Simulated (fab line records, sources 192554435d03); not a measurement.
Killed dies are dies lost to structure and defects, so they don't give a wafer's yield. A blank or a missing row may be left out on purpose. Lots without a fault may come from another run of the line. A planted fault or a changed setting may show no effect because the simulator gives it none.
fab line records | flow n5_finfet | part 1 of 2: steps 1 to 18 of 23
record lots=5 wafers=15 last_day=16
route steps=1938 shown BEOL_M5@1139
lots that met no fault: from a run of the same line without faults
start_h: hours from the record's first day to the start of the lot's first wafer shown | wait_h: hours since the lot's step before | " the same as in the row above | L1.1+2: a row that stands for several wafers | - no value, or no start given | * or withheld: withheld | < > ~ a bound
route shown NAME@n: a module of which the file shows steps, and the number in the route of the first | usual: mean/standard deviation of fault-free wafers | same: alike in all rows | chamber/n: place in a boat | sites: the reading at each site | _std_site: their standard deviation | _edge_site: outer sites' mean less inner sites' | radius_mm: how far each site lies from the wafer's centre | mask NAME#n: copy n | behind: the tool/chamber that last shaped the wafer | hold: why the lot was held/for how many hours/how that ended | device: the transistor (n, p or np) that didn't switch | end of line: the same wafers' tests at the end of the route | a step without rows: its recipe alone | killed: dies lost to structure and defects at the first sort, not the wafer's yield | map: a wafer's dies, x killed, . not, _ none there
set.NAME: the setting as run; set.NAME@STEP: as run at that earlier step | model.NAME: the simulator's own value behind a step, which no gauge read
lots at some steps of the route; a table a step, a row a wafer
services: from which hour (start_h, from the record's first day; less than 0 if before it) a tool's chamber was out of use, for how many hours, and why
## steps
# step N5_BEOL_M5_COAT_65
# recipe resist=SOC temp_c=250 time_s=60 spin_rpm=1500 resist_thk_nm=60
# usual chill_plate_temp_C=23.02/0.12 exhaust_pa=45.2/0.94
# same time_s=60
# columns lot.wafer tool chamber start_h wait_h chill_plate_temp_C exhaust_pa
L078.2 litho_track-04 0 192.82 0.1 23.03 45.7
L078.4 " 0 " " 23.15 45.4
L078.6 " 0 " " 22.95 44.4
L088.1 litho_track-05 0 260.60 1.9 22.90 44.5
L088.2 " 0 " " 22.98 45.4
L088.5 " 0 " " 22.96 44.9
L087.1 litho_track-04 0 262.24 0.1 23.05 45.5
L087.5 " 0 " " 23.09 44.6
L087.6 " 0 " " 23.10 45.9
L091.3 litho_track-04 0 277.23 1.7 23.16 45.7
L091.4 " 0 " " 23.23 45.8
L091.6 " 0 " " 23.23 45.8
L092.4 litho_track-03 0 291.55 0.0 22.90 44.4
L092.5 " 0 " " 22.88 45.1
L092.6 " 0 " " 22.88 44.9
# step N5_BEOL_M5_COAT_66
# recipe resist=SiARC temp_c=220 time_s=60 spin_rpm=1500 resist_thk_nm=12
# usual chill_plate_temp_C=23.00/0.11 exhaust_pa=44.9/0.96
# same time_s=60
# columns lot.wafer tool chamber start_h wait_h chill_plate_temp_C exhaust_pa
L078.2 litho_track-04 0 - - 22.91 45.7
L078.4 " 0 " " 22.89 44.5
L078.6 " 0 " " 22.83 44.5
L088.1 litho_track-05 0 - - 23.19 43.8
L088.2 " 0 " " 22.99 43.9
L088.5 " 0 " " 23.15 43.5
L087.1 litho_track-04 0 - - 23.05 43.7
L087.5 " 0 " " 23.03 44.1
L087.6 " 0 " " 23.02 44.6
L091.3 litho_track-04 0 - - 22.93 44.9
L091.4 " 0 " " 23.03 44.3
L091.6 " 0 " " 22.92 44.5
L092.4 litho_track-03 0 - - 23.20 46.0
L092.5 " 0 " " 23.04 46.3
L092.6 " 0 " " 22.94 46.6
# step N5_BEOL_M5_COAT_74
# recipe resist=underlayer temp_c=205 time_s=60 spin_rpm=1500 resist_thk_nm=5
# usual chill_plate_temp_C=22.99/0.11 exhaust_pa=45.2/0.81
# same time_s=60
# columns lot.wafer tool chamber start_h wait_h chill_plate_temp_C exhaust_pa
L078.2 litho_track-04 0 - - 23.05 45.8
L078.4 " 0 " " 23.05 46.6
L078.6 " 0 " " 23.15 45.8
L088.1 litho_track-05 0 - - 23.06 46.5
L088.2 " 0 " " 22.89 46.5
L088.5 " 0 " " 22.95 45.0
L087.1 litho_track-04 0 - - 23.18 45.9
L087.5 " 0 " " 22.94 45.0
L087.6 " 0 " " 22.92 44.6
L091.3 litho_track-04 0 - - 23.02 46.0
L091.4 " 0 " " 23.06 46.5
L091.6 " 0 " " 22.99 44.8
L092.4 litho_track-03 0 - - 23.08 46.1
L092.5 " 0 " " 22.88 45.9
L092.6 " 0 " " 22.99 45.5
# step N5_BEOL_M5_COAT_22
# recipe resist=CAR-EUV spin_rpm=1500 resist_thk_nm=30
# usual chill_plate_temp_C=23.02/0.11 exhaust_pa=45.1/0.83
# columns lot.wafer tool chamber start_h wait_h chill_plate_temp_C exhaust_pa
L078.2 litho_track-04 0 - - 22.94 45.3
L078.4 " 0 " " 23.09 43.2
L078.6 " 0 " " 22.97 44.4
L088.1 litho_track-05 0 - - 22.82 43.9
L088.2 " 0 " " 22.84 46.6
L088.5 " 0 " " 22.94 45.8
L087.1 litho_track-04 0 - - 23.06 46.5
L087.5 " 0 " " 22.99 45.6
L087.6 " 0 " " 23.07 45.7
L091.3 litho_track-04 0 - - 23.05 43.5
L091.4 " 0 " " 22.98 44.5
L091.6 " 0 " " 23.00 44.8
L092.4 litho_track-03 0 - - 23.15 43.9
L092.5 " 0 " " 23.19 44.2
L092.6 " 0 " " 23.14 44.2
# step N5_BEOL_M5_EBR_24
# recipe solvent=PGMEA ebr_width_mm=1.5
# usual chill_plate_temp_C=23.01/0.093 exhaust_pa=45.1/0.94
# columns lot.wafer tool chamber start_h wait_h chill_plate_temp_C exhaust_pa
L078.2 litho_track-04 0 - - 22.97 46.2
L078.4 " 0 " " 22.95 44.7
L078.6 " 0 " " 22.95 46.0
L088.1 litho_track-05 0 - - 23.07 46.2
L088.2 " 0 " " 23.02 45.6
L088.5 " 0 " " 23.07 44.8
L087.1 litho_track-04 0 - - 23.01 45.8
L087.5 " 0 " " 23.00 45.4
L087.6 " 0 " " 22.99 45.5
L091.3 litho_track-04 0 - - 22.97 44.9
L091.4 " 0 " " 22.90 44.4
L091.6 " 0 " " 23.09 43.5
L092.4 litho_track-03 0 - - 23.16 43.6
L092.5 " 0 " " 23.12 44.5
L092.6 " 0 " " 22.96 44.4
# step N5_BEOL_M5_SOFTBAKE_23
# recipe temp_c=110 time_s=60 resist=CAR-EUV
# usual chill_plate_temp_C=23.00/0.12 exhaust_pa=45.1/1
# same time_s=60
# columns lot.wafer tool chamber start_h wait_h chill_plate_temp_C exhaust_pa
L078.2 litho_track-04 0 - - 23.00 44.2
L078.4 " 0 " " 22.83 44.0
L078.6 " 0 " " 23.02 44.5
L088.1 litho_track-05 0 - - 23.15 42.6
L088.2 " 0 " " 23.05 44.3
L088.5 " 0 " " 23.22 44.3
L087.1 litho_track-04 0 - - 22.97 44.8
L087.5 " 0 " " 22.99 45.8
L087.6 " 0 " " 22.76 44.3
L091.3 litho_track-04 0 - - 22.95 44.7
L091.4 " 0 " " 22.99 43.9
L091.6 " 0 " " 23.13 42.7
L092.4 litho_track-03 0 - - 23.01 45.3
L092.5 " 0 " " 22.94 46.2
L092.6 " 0 " " 23.15 45.3
# step N5_BEOL_M5_EXPOSE_25
# recipe mask_id=V4 na=0.33 source_shape=quasar sigma_inner=0.2 sigma_outer=0.6 polarization=unpolarized defocus_nm=10 dose_mj=52.75
# usual stage_msd_nm=0.79/0.046
# same na=0.33
# columns lot.wafer tool chamber start_h wait_h mask stage_msd_nm
L078.2 euv_scanner-01 0 193.11 - V4#0 0.73
L078.4 " 0 " " V4#0 0.73
L078.6 " 0 " " V4#0 0.73
L088.1 euv_scanner-02 0 260.74 - V4#0 0.83
L088.2 " 0 " " V4#0 0.83
L088.5 " 0 " " V4#0 0.83
L087.1 euv_scanner-02 0 262.37 - V4#0 0.83
L087.5 " 0 " " V4#0 0.83
L087.6 " 0 " " V4#0 0.83
L091.3 euv_scanner-01 0 277.38 - V4#0 0.74
L091.4 " 0 " " V4#0 0.74
L091.6 " 0 " " V4#0 0.74
L092.4 euv_scanner-02 0 291.83 - V4#0 0.83
L092.5 " 0 " " V4#0 0.83
L092.6 " 0 " " V4#0 0.83
# step N5_BEOL_M5_PEB_26
# recipe peb_temp_c=100 peb_time_s=60 resist=CAR-EUV
# usual chill_plate_temp_C=23.04/0.11 exhaust_pa=45.1/0.95
# columns lot.wafer tool chamber start_h wait_h chill_plate_temp_C exhaust_pa
L078.2 litho_track-04 0 193.18 0.1 22.85 43.6
L078.4 " 0 " " 22.92 43.5
L078.6 " 0 " " 22.90 42.6
L088.1 litho_track-05 0 260.81 0.1 23.11 44.9
L088.2 " 0 " " 23.04 45.3
L088.5 " 0 " " 23.06 45.3
L087.1 litho_track-04 0 262.44 0.1 22.88 45.4
L087.5 " 0 " " 22.88 45.5
L087.6 " 0 " " 22.76 44.7
L091.3 litho_track-03 0 277.44 0.0 23.09 43.5
L091.4 " 0 " " 23.09 44.8
L091.6 " 0 " " 23.12 44.6
L092.4 litho_track-03 0 291.88 0.0 23.22 44.8
L092.5 " 0 " " 23.10 44.2
L092.6 " 0 " " 23.00 45.6
# step N5_BEOL_M5_DEVELOP_27
# recipe develop_time_s=30 developer=TMAH resist=CAR-EUV rinse_liquid=surfactant_rinse dry=air_spin dev_temp_c=23
# usual chill_plate_temp_C=22.98/0.11 exhaust_pa=45.1/0.91
# columns lot.wafer tool chamber start_h wait_h chill_plate_temp_C exhaust_pa
L078.2 litho_track-04 0 - - 23.15 46.6
L078.4 " 0 " " 23.12 44.8
L078.6 " 0 " " 23.11 45.3
L088.1 litho_track-05 0 - - 22.97 45.8
L088.2 " 0 " " 22.97 44.3
L088.5 " 0 " " 23.16 44.8
L087.1 litho_track-04 0 - - 22.96 43.9
L087.5 " 0 " " 22.94 45.5
L087.6 " 0 " " 22.88 44.6
L091.3 litho_track-03 0 - - 23.07 46.5
L091.4 " 0 " " 23.19 45.9
L091.6 " 0 " " 23.14 44.9
L092.4 litho_track-03 0 - - 22.96 44.9
L092.5 " 0 " " 22.93 45.5
L092.6 " 0 " " 22.91 44.9
# step N5_BEOL_M5_CD_MEAS_28
# recipe target_cd_nm=30.6 landing_energy_ev=500 detector=se_inlens target_cd_y_nm=20 polarity=opening
# usual cd_nm=30.52/0.24
# columns lot.wafer tool chamber start_h wait_h cd_nm
L078.2 cd_sem-02 0 193.25 - 30.27
L078.4 " 0 " " 30.48
L078.6 " 0 " " 30.40
L088.1 cd_sem-03 0 260.87 - 30.39
L088.2 " 0 " " 30.33
L088.5 " 0 " " 30.46
L087.1 cd_sem-01 0 262.51 - 30.40
L087.5 " 0 " " 30.67
L087.6 " 0 " " 30.38
L091.3 cd_sem-02 0 277.51 - 30.57
L091.4 " 0 " " 30.28
L091.6 " 0 " " 30.76
L092.4 cd_sem-03 0 291.95 - 30.41
L092.5 " 0 " " 30.70
L092.6 " 0 " " 30.71
# step N5_BEOL_M5_OVL_MEAS_29
# recipe points_per_wafer=522
# usual V4_OVL=0.3/0.64
# columns lot.wafer tool chamber start_h wait_h V4_OVL[nm]
L078.2 overlay-02 0 193.28 0.0 0.0
L078.4 " 0 " " 0.0
L078.6 " 0 " " 0.2
L088.1 overlay-01 0 260.91 0.0 1.0
L088.2 " 0 " " 0.5
L088.5 " 0 " " 1.3
L087.1 overlay-01 0 262.54 0.0 1.6
L087.5 " 0 " " 1.2
L087.6 " 0 " " 0.9
L091.3 overlay-01 0 277.55 0.0 0.2
L091.4 " 0 " " -0.2
L091.6 " 0 " " -0.1
L092.4 overlay-02 0 292.00 0.0 -0.6
L092.5 " 0 " " 0.2
L092.6 " 0 " " 0.4
# step N5_BEOL_M5_INSPECT_30
# recipe mode=adi inspect_instrument=brightfield
# usual raw_defect_count=393/91
# columns lot.wafer tool chamber start_h wait_h raw_defect_count
L078.2 defect_inspect-02 - 193.33 0.0 227
L078.4 " - " " 302
L078.6 " - " " 276
L088.1 defect_inspect-01 - 260.96 0.1 510
L088.2 " - " " 474
L088.5 " - " " 416
L087.1 defect_inspect-01 - 262.60 0.1 407
L087.5 " - " " 354
L087.6 " - " " 434
L091.3 defect_inspect-02 - 277.60 0.0 425
L091.4 " - " " 290
L091.6 " - " " 237
L092.4 defect_inspect-01 - 292.04 0.0 385
L092.5 " - " " 505
L092.6 " - " " 510
# step N5_BEOL_M5_DESCUM_33
# recipe chemistry=O2 time_s=7 source_power_w=50 bias_power_w=20 pressure_mtorr=20 rf_frequency_hz=2.712e+07 temp_c=40 resist=CAR-EUV o2_flow_sccm=225
# usual chamber_pressure_mTorr=20.001/0.019 drypump_motor_current_A=5.8/0.42 oes_product_au=0.79/0.096 rf_vpp_V=243.2/1.3 showerhead_plenum_p_Torr=2.10/0.059 throttle_valve_pct=20.53/0.28
# same time_s=7
# columns lot.wafer tool chamber start_h wait_h chamber_pressure_mTorr drypump_motor_current_A oes_product_au rf_hours_counter_h rf_vpp_V showerhead_plenum_p_Torr throttle_valve_pct
L078.2 rie_diel-04 0 193.72 0.4 20.027 5.4 0.77 133 241.7 2.02 20.46
L078.4 " 2 " " 19.998 5.3 0.96 6 244.7 2.13 19.96
L078.6 " 3 " " 19.996 5.4 0.90 - 242.7 2.15 20.36
L088.1 rie_diel-04 2 261.05 0.1 19.987 5.2 0.91 26 245.5 2.13 20.01
L088.2 " 1 " " 20.026 6.4 0.86 66 244.1 2.11 20.49
L088.5 " 0 " " 20.037 5.4 0.75 - 241.5 2.01 20.47
L087.1 rie_diel-02 3 262.67 0.1 20.007 5.7 0.66 271 242.9 2.06 20.89
L087.5 " 2 " " 19.995 6.0 0.73 - 242.5 2.08 20.82
L087.6 " 3 " " 19.974 5.7 0.66 - 243.2 2.06 20.91
L091.3 rie_diel-05 3 277.67 0.1 19.998 5.8 0.71 201 244.3 2.14 20.70
L091.4 " 2 " " 19.987 5.9 0.78 131 244.3 2.10 20.55
L091.6 " 1 " " 19.945 5.8 0.83 - 243.6 2.01 20.09
L092.4 rie_diel-02 3 292.09 0.0 20.005 5.7 0.66 - 244.0 2.05 20.91
L092.5 " 1 " " 20.006 6.3 0.96 - 246.2 2.24 20.33
L092.6 " 2 " " 19.983 5.9 0.72 - 242.9 2.08 20.83
# step N5_BEOL_M5_ETCH_75
# recipe chemistry=N2/H2 target=underlayer target_depth_a=65 mask_material=CAR-EUV time_s=5.2 ion_energy_ev=200 pressure_mtorr=30 source_w=840 bias_w=150 n2_flow_sccm=200 h2_flow_sccm=200 ends=cleared
# usual chamber_pressure_mTorr=30.00/0.04 drypump_motor_current_A=5.8/0.42 etch_rf_on_time_s=5.17/0.14 oes_product_au=0.67/0.081 rf_vpp_V=523.9/2.2 showerhead_plenum_p_Torr=2.55/0.07 throttle_valve_pct=18.0/0.32
# columns lot.wafer tool chamber start_h wait_h chamber_pressure_mTorr drypump_motor_current_A etch_rf_on_time_s oes_product_au rf_hours_counter_h rf_vpp_V showerhead_plenum_p_Torr throttle_valve_pct
L078.2 rie_diel-04 0 193.75 0.0 29.95 5.4 5.05 0.66 133 519.1 2.46 18.0
L078.4 " 2 " " 29.96 5.2 5.13 0.81 6 526.6 2.61 17.6
L078.6 " 3 " " 29.97 5.4 5.20 0.76 - 524.7 2.59 17.6
L088.1 rie_diel-04 2 261.09 0.0 29.96 5.2 5.05 0.77 26 525.2 2.60 17.6
L088.2 " 1 " " 30.07 6.5 5.02 0.74 66 524.6 2.55 17.8
L088.5 " 0 " " 29.97 5.4 4.99 0.65 - 519.3 2.45 18.1
L087.1 rie_diel-02 3 262.72 0.0 30.00 5.7 5.14 0.57 271 523.8 2.51 18.4
L087.5 " 2 " " 30.01 6.0 5.27 0.62 - 524.2 2.54 18.4
L087.6 " 3 " " 30.00 5.8 5.17 0.58 - 521.7 2.51 18.5
L091.3 rie_diel-05 3 277.71 0.0 30.05 5.8 5.44 0.61 201 524.7 2.63 18.4
L091.4 " 2 " " 30.02 5.9 5.06 0.66 131 522.8 2.54 17.9
L091.6 " 1 " " 29.96 5.8 5.26 0.70 - 522.0 2.46 17.6
L092.4 rie_diel-02 3 292.11 0.0 29.99 5.7 5.13 0.56 - 522.0 2.50 18.4
L092.5 " 1 " " 30.00 6.3 5.26 0.81 - 526.9 2.73 17.7
L092.6 " 2 " " 30.04 6.0 5.23 0.61 - 526.1 2.54 18.4
# step N5_BEOL_M5_ETCH_67
# recipe chemistry=CF4 target=SiARC target_depth_a=156 mask_material=CAR-EUV time_s=26 ion_energy_ev=80 pressure_mtorr=40 source_w=545 bias_w=36 Ar_flow_sccm=100 cf4_flow_sccm=100 ends=cleared
# usual chamber_pressure_mTorr=40.00/0.041 drypump_motor_current_A=5.8/0.42 etch_rf_on_time_s=25.8/0.61 oes_product_au=0.67/0.082 rf_vpp_V=184.1/1 showerhead_plenum_p_Torr=2.15/0.059 throttle_valve_pct=15.70/0.29
# columns lot.wafer tool chamber start_h wait_h chamber_pressure_mTorr drypump_motor_current_A etch_rf_on_time_s oes_product_au rf_hours_counter_h rf_vpp_V showerhead_plenum_p_Torr throttle_valve_pct
L078.2 rie_diel-04 0 193.77 0.0 40.00 5.4 25.1 0.67 133 183.6 2.06 15.55
L078.4 " 2 " " 40.03 5.3 25.4 0.82 6 183.3 2.20 15.25
L078.6 " 3 " " 40.03 5.4 25.5 0.76 - 184.6 2.18 15.34
L088.1 rie_diel-04 2 261.11 0.0 40.08 5.3 24.8 0.77 26 183.4 2.19 15.28
L088.2 " 1 " " 40.01 6.5 25.4 0.73 66 184.0 2.16 15.65
L088.5 " 0 " " 40.04 5.4 24.9 0.66 - 183.9 2.06 15.56
L087.1 rie_diel-02 3 262.75 0.0 40.08 5.7 26.0 0.57 271 183.3 2.09 16.03
L087.5 " 2 " " 40.03 5.9 26.4 0.62 - 184.7 2.15 16.05
L087.6 " 3 " " 40.01 5.6 26.2 0.57 - 184.9 2.09 16.01
L091.3 rie_diel-05 3 277.72 0.0 40.02 5.8 26.7 0.61 201 184.4 2.22 16.07
L091.4 " 2 " " 40.01 5.9 25.5 0.66 131 185.0 2.15 15.69
L091.6 " 1 " " 40.04 5.9 25.9 0.70 - 183.3 2.10 15.47
L092.4 rie_diel-02 3 292.13 0.0 39.96 5.7 25.7 0.57 - 183.0 2.09 16.05
L092.5 " 1 " " 40.00 6.3 26.0 0.81 - 185.4 2.26 15.34
L092.6 " 2 " " 40.03 5.9 26.1 0.61 - 183.3 2.14 16.05
# step N5_BEOL_M5_ETCH_68
# recipe chemistry=N2/H2 target=SOC target_depth_a=800 overetch_a=160 mask_material=SiARC temp_c=40 time_s=120 ion_energy_ev=200 pressure_mtorr=30 source_w=840 bias_w=150 n2_flow_sccm=200 h2_flow_sccm=200
# usual chamber_pressure_mTorr=29.998/0.028 drypump_motor_current_A=5.8/0.42 oes_product_au=0.60/0.07 rf_vpp_V=524.0/2.1 showerhead_plenum_p_Torr=2.55/0.07 throttle_valve_pct=18.0/0.32
# same time_s=120
# columns lot.wafer tool chamber start_h wait_h chamber_pressure_mTorr drypump_motor_current_A oes_product_au rf_hours_counter_h rf_vpp_V showerhead_plenum_p_Torr throttle_valve_pct
L078.2 rie_diel-04 0 193.80 0.0 29.986 5.4 0.59 133 522.5 2.46 18.0
L078.4 " 2 " " 29.988 5.3 0.73 6 523.4 2.61 17.5
L078.6 " 3 " " 29.988 5.4 0.68 - 525.9 2.59 17.6
L088.1 rie_diel-04 2 261.13 0.0 30.021 5.3 0.68 26 525.7 2.61 17.6
L088.2 " 1 " " 30.008 6.5 0.64 66 524.5 2.55 17.8
L088.5 " 0 " " 30.002 5.4 0.57 - 521.9 2.45 18.0
L087.1 rie_diel-02 3 262.79 0.0 30.026 5.8 0.51 271 522.0 2.51 18.4
L087.5 " 2 " " 30.026 6.0 0.55 - 522.0 2.54 18.4
L087.6 " 3 " " 30.025 5.7 0.51 - 523.2 2.51 18.4
L091.3 rie_diel-05 3 277.75 0.0 29.986 5.9 0.56 201 526.1 2.63 18.4
L091.4 " 2 " " 29.998 5.9 0.58 131 523.0 2.54 17.9
L091.6 " 1 " " 29.990 5.8 0.63 - 522.6 2.46 17.5
L092.4 rie_diel-02 3 292.19 0.0 30.022 5.7 0.50 - 520.7 2.50 18.4
L092.5 " 1 " " 30.011 6.3 0.73 - 527.0 2.73 17.7
L092.6 " 2 " " 30.031 5.9 0.55 - 523.5 2.54 18.4
# step N5_BEOL_M5_STRIP_69
# recipe chemistry=N2/H2 temp_c=40 n2_flow_sccm=200 h2_flow_sccm=200 rf_frequency_hz=6e+07
# columns lot.wafer tool chamber start_h wait_h
L078.2+4+6 rie_diel-04 0,2,3 193.88 0.0
L088.1+2+5 rie_diel-04 2,1,0 261.21 0.0
L087.1+5+6 rie_diel-02 3,2,3 262.91 0.1
L091.3+4+6 rie_diel-05 3,2,1 277.83 0.0
L092.4+5+6 rie_diel-02 3,1,2 292.23 0.0
# step N5_BEOL_M5_STRIP_76
# recipe chemistry=N2/H2 temp_c=40 n2_flow_sccm=200 h2_flow_sccm=200 rf_frequency_hz=6e+07
# columns lot.wafer tool chamber start_h wait_h
L078.2+4+6 rie_diel-04 0,2,3 193.89 0.0
L088.1+2+5 rie_diel-04 2,1,0 261.22 0.0
L087.1+5+6 rie_diel-02 3,2,3 262.93 0.0
L091.3+4+6 rie_diel-05 3,2,1 277.84 0.0
L092.4+5+6 rie_diel-02 3,1,2 292.24 0.0
